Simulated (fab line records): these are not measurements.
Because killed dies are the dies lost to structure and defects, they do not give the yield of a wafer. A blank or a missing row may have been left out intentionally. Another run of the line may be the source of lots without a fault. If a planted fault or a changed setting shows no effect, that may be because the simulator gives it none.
Code-filled problem report in 8D (eight disciplines) form :: flow nand-harc :: the parts of the form that need people (team, actions taken, sign-off) are left out

== 1. THE ISSUE ==
thk-nm at NHARC_A_ONON_D1_THK_MEAS_08 reads a mean of 713 nm on 4 wafers of 2 lots; wafers without a fault read 998 nm with a standard deviation of 9.5. Measured from the usual mean, that is -30 standard deviations.
The step: measures by ellipsometry.
Seen first at day 11 15:38 on film-metro-01, wafer L112.1. At this step, 39 wafers from 13 lots have a number in the record. The rule behind "out" and "out of limits": a value lying over 4 standard deviations away from the usual mean. The other wafers with a number count as sound.

== 2. WHAT IT IS, WHAT IT ISN'T ==
question: which readings at this step
is: thk-nm
is not: -

question: which lots
is: L112, L115
is not: L104, L106, L107, L108, L109, L110, L113, L118, L997, L998, L999

question: which wafers of those lots
is: L112.1, L112.2, L115.1, L115.2
is not: L112.4, L115.3

question: read on which gauges
is: film-metro-01, film-metro-02
is not: -

question: when
is: from day 11 15:38
is not: up to then (28 sound wafers); but 7 sound wafers of L113, L115, L118 came after

== 3. THE SUSPECTS, EACH WITH WHAT RULES IT OUT ==
Counting: any tool at a process step up to the reading remains a suspect provided it ran every lot that is out. Sound lots after the first of them don't rule it out here, since some wafers of a struck lot are sound.
- ruled out: the gauge at NHARC_A_ONON_D1_THK_MEAS_08. 2 gauges (film-metro-01, film-metro-02) read the wafers that are out.
- pecvd-onon-02 at NHARC_A_ONON_D1_DEP_06 (target thk 1000 nm): kept. It ran every lot that is out, first L112 (day 11 15:08); its last sound lot up to then is L110 (day 11 11:47).
Remaining after the count: pecvd-onon-02 at NHARC_A_ONON_D1_DEP_06.

== 4. THE CAUSE (what the simulator had put in) ==
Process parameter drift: pecvd-onon-02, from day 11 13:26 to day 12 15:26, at NHARC_A_ONON_D1_DEP_06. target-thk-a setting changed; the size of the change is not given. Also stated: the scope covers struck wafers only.
The count eliminated every tool but this one.

== 5. SEQUENCE OF EFFECTS, ordered by route ==
Each row: a reading where the mean over the struck wafers with a number is more than 3 standard deviations away from the usual. Readings are gone through only where the record gives a usual standard deviation; hours: the median, over the lots, of the time from a lot's start at the first step in this table giving one to that lot's start at this step; sigmas: the change measured in usual standard deviations.
hours: 0
step: NHARC_A_ONON_D1_THK_MEAS_08
reading: thk-nm
usual: 998 nm
on struck wafers: 713
change: -285
sigmas: -30

hours: 278
step: NHARC_END_SORT_01
reading: killed-at-array
usual: 28
on struck wafers: 670
change: +642
sigmas: +58

hours: 278
step: NHARC_END_SORT_01
reading: killed-dies
usual: 32
on struck wafers: 677
change: +645
sigmas: +59

== 6. WHAT WOULD HAVE CAUGHT IT SOONER ==
In this record the first reading out of limits at a measuring or inspecting step was taken at day 11 15:38, 2 hours after the fault began at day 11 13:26.
L115, from the lots that are out (2), started NHARC_A_ONON_D1_DEP_06 on pecvd-onon-02 later than day 11 15:38. It would have been spared by a hold on the tool at that moment.
